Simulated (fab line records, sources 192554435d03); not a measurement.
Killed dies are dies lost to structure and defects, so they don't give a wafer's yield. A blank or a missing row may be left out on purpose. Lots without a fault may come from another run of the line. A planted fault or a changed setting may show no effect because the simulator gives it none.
Split-lot experiment | flow n5_finfet | 7 lots, 21 wafers read, on a route of 1938 steps

THE SPLIT
At N5_BEOL_M3_EXPOSE_08 (exposes mask M3), the setting dose_mj was moved away from the recipe's 33 on 5 of the 21 wafers read, by -5.1% to +6.5%. The other wafers ran this setting at the recipe's value.

FROM THE SPLIT TO THE READING: what the file shows between them, 10 steps
- N5_BEOL_M3_PEB_09: peb time 60 s
- N5_BEOL_M3_DEVELOP_10: develop time 30 s
- N5_BEOL_M3_CD_MEAS_11: target cd 17.05 nm
- N5_BEOL_M3_DESCUM_16: chemistry O2, time 7 s
- N5_BEOL_M3_ETCH_74: etches underlayer in N2/H2, target depth 6.5 nm, time 5.2 s
- N5_BEOL_M3_ETCH_63: etches SiARC in CF4, target depth 15.6 nm, time 26 s
- N5_BEOL_M3_ETCH_64: etches SOC in N2/H2, target depth 75 nm, overetch 15 nm, time 112.5 s
- N5_BEOL_M3_STRIP_65: strips in N2/H2
- N5_BEOL_M3_HM_OPEN_17: chemistry Cl2/BCl3, target TiN, target depth 20 nm, overetch 6 nm
- N5_BEOL_M3_STRIP_19: strips in O2

THE READING
cd_nm, in nm, at N5_BEOL_M3_CD_MEAS_18 (pitch 36 nm, target cd 18 nm). Fault-free wafers of this fab line usually give 17.9 nm, standard deviation 0.41 nm.

wafer  | tool, chamber at the split | dose_mj as run | against the recipe | cd_nm, nm | against lot-mates on the recipe
L074.2 | euv_scanner-01, 0          | 33             | recipe             | 17.7      | -
L074.3 | euv_scanner-01, 0          | 35.15          | +6.5%              | 18.8      | +1.1
L074.5 | euv_scanner-01, 0          | 35.15          | +6.5%              | 19.3      | +1.6
L081.1 | euv_scanner-02, 0          | 33             | recipe             | 17.7      | -
L081.2 | euv_scanner-02, 0          | 33             | recipe             | 17.0      | -
L081.4 | euv_scanner-02, 0          | 33             | recipe             | 17.6      | -
L086.3 | euv_scanner-01, 0          | 33             | recipe             | 17.7      | -
L086.5 | euv_scanner-01, 0          | 33             | recipe             | 17.8      | -
L086.6 | euv_scanner-01, 0          | 33             | recipe             | 17.6      | -
L087.3 | euv_scanner-02, 0          | 33             | recipe             | 17.8      | -
L087.4 | euv_scanner-02, 0          | 33             | recipe             | 17.5      | -
L087.5 | euv_scanner-02, 0          | 33             | recipe             | 17.6      | -
L089.3 | euv_scanner-02, 0          | 33             | recipe             | 17.9      | -
L089.4 | euv_scanner-02, 0          | 31.31          | -5.1%              | 17.2      | -0.8
L089.6 | euv_scanner-02, 0          | 33             | recipe             | 18.1      | -
L090.2 | euv_scanner-02, 0          | 33             | recipe             | 17.5      | -
L090.3 | euv_scanner-02, 0          | 35.12          | +6.4%              | 19.4      | +1.8
L090.6 | euv_scanner-02, 0          | 33             | recipe             | 17.6      | -
L093.3 | euv_scanner-02, 0          | 32.32          | -2.1%              | 17.6      | +0.0
L093.4 | euv_scanner-02, 0          | 33             | recipe             | 17.9      | -
L093.6 | euv_scanner-02, 0          | 33             | recipe             | 17.4      | -

THE FIT
A straight line over all 21 wafers: cd_nm changes by +0.198 nm for each +1% of dose_mj; r = +0.88; the points scatter about the line by 0.29 nm.
The same after taking each lot's own level away (the mean of its wafers on the recipe; 21 wafers): +0.211 nm for each +1%; r = +0.93; scatter 0.23 nm.
On that fit, the largest move of dose_mj shifts the reading by 1.4 nm.
The lots' own levels span 17.43 to 18.00 nm, that is 1.4 times the standard deviation above.
So the lot-to-lot level changes the slope little: the two slopes agree.
Check: with one of the wafers moved furthest among these (+6.5%) left out of the fit, the line predicts +1.56 nm for it against its lot-mates. It came out at +1.1 nm against them.

THE WHOLE CHAIN: every reading that the file lists as answering this split, in the file's order
step                  | what it does                                                | reading                                                               | change (the file's fit)               | r (the file's)
N5_BEOL_M3_CD_MEAS_11 | target cd 17.05 nm                                          | cd_nm                                                                 | +0.228 nm for each +1% of the setting | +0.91
N5_BEOL_M3_ETCH_74    | etches underlayer in N2/H2, target depth 6.5 nm, time 5.2 s | BEOL_M3.cd_offset_nm (the simulator's own value, which no gauge read) | +0.245 nm for each +1% of the setting | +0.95
N5_BEOL_M3_ETCH_63    | etches SiARC in CF4, target depth 15.6 nm, time 26 s        | BEOL_M3.cd_offset_nm (the simulator's own value, which no gauge read) | +0.229 nm for each +1% of the setting | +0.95
N5_BEOL_M3_CD_MEAS_18 | pitch 36 nm, target cd 18 nm                                | cd_nm                                                                 | +0.21 nm for each +1% of the setting  | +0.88

THE FILE'S OWN FIT
cd_nm changes by +0.21 nm for each +1% of dose_mj, r = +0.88.
